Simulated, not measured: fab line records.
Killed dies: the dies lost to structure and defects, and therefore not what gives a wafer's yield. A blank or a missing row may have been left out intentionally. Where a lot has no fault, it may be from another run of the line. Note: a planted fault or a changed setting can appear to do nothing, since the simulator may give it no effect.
Chamber matching || flow n5 finfet || 3 sister chambers for N5_GATE_CUT_PECVD_57 on pecvd-03
The step deposits SiNx from SiH4/NH3/N2, target thk 21 nm. 6 wafers are shown with their chamber, then 11 later ones without.

WAFERS WITH THEIR CHAMBER
{"wafer": "L088.2", "chamber": 0, "throttle valve pct (%)": 38.8, "heater power w (W)": 678}
{"wafer": "L088.3", "chamber": 2, "throttle valve pct (%)": 40.6, "heater power w (W)": 754}
{"wafer": "L088.4", "chamber": 0, "throttle valve pct (%)": 38.5, "heater power w (W)": 705}
{"wafer": "L088.5", "chamber": 1, "throttle valve pct (%)": 40.8, "heater power w (W)": 617}
{"wafer": "L088.6", "chamber": 2, "throttle valve pct (%)": 40.5, "heater power w (W)": 768}
{"wafer": "L090.1", "chamber": 1, "throttle valve pct (%)": 40.6, "heater power w (W)": 526}

WAFERS WHOSE CHAMBER IS MISSING
{"wafer": "L090.2", "throttle valve pct (%)": 40.7, "heater power w (W)": 890}
{"wafer": "L090.5", "throttle valve pct (%)": 40.6, "heater power w (W)": 533}
{"wafer": "L092.2", "throttle valve pct (%)": 40.9, "heater power w (W)": 829}
{"wafer": "L092.5", "throttle valve pct (%)": 40.4, "heater power w (W)": 837}
{"wafer": "L092.6", "throttle valve pct (%)": 38.6, "heater power w (W)": 721}
{"wafer": "L096.1", "throttle valve pct (%)": 39.1, "heater power w (W)": 677}
{"wafer": "L096.3", "throttle valve pct (%)": 40.6, "heater power w (W)": 589}
{"wafer": "L096.4", "throttle valve pct (%)": 38.8, "heater power w (W)": 676}
{"wafer": "L097.2", "throttle valve pct (%)": 40.6, "heater power w (W)": 554}
{"wafer": "L097.5", "throttle valve pct (%)": 40.8, "heater power w (W)": 558}
{"wafer": "L097.6", "throttle valve pct (%)": 38.9, "heater power w (W)": 674}

EACH ONE'S CHAMBER
{"wafer": "L090.2", "from the rows above": 2, "in truth": 2}
{"wafer": "L090.5", "from the rows above": 1, "in truth": 1}
{"wafer": "L092.2", "from the rows above": 2, "in truth": 2}
{"wafer": "L092.5", "from the rows above": 2, "in truth": 2}
{"wafer": "L092.6", "from the rows above": 0, "in truth": 0}
{"wafer": "L096.1", "from the rows above": 0, "in truth": 0}
{"wafer": "L096.3", "from the rows above": 1, "in truth": 1}
{"wafer": "L096.4", "from the rows above": 0, "in truth": 0}
{"wafer": "L097.2", "from the rows above": 1, "in truth": 1}
{"wafer": "L097.5", "from the rows above": 1, "in truth": 1}
{"wafer": "L097.6", "from the rows above": 0, "in truth": 0}
Correctly placed: 11 of 11. Not placeable from these rows: 0. Wrongly placed: 0.
How it was worked out, from the rows above alone: a wafer's distance from a chamber is the root of the sum, over the readings, of the square of ((its reading less the chamber's mean) divided by the reading's scatter). If the next closest chamber is less than 2 further off than the closest, the wafer can't be placed; otherwise it belongs to the closest. A chamber's mean is the mean of its shown wafers. The scatter: the root of (the sum of the squares of (reading less its chamber's mean) over the shown wafers, divided by (wafers less chambers)).
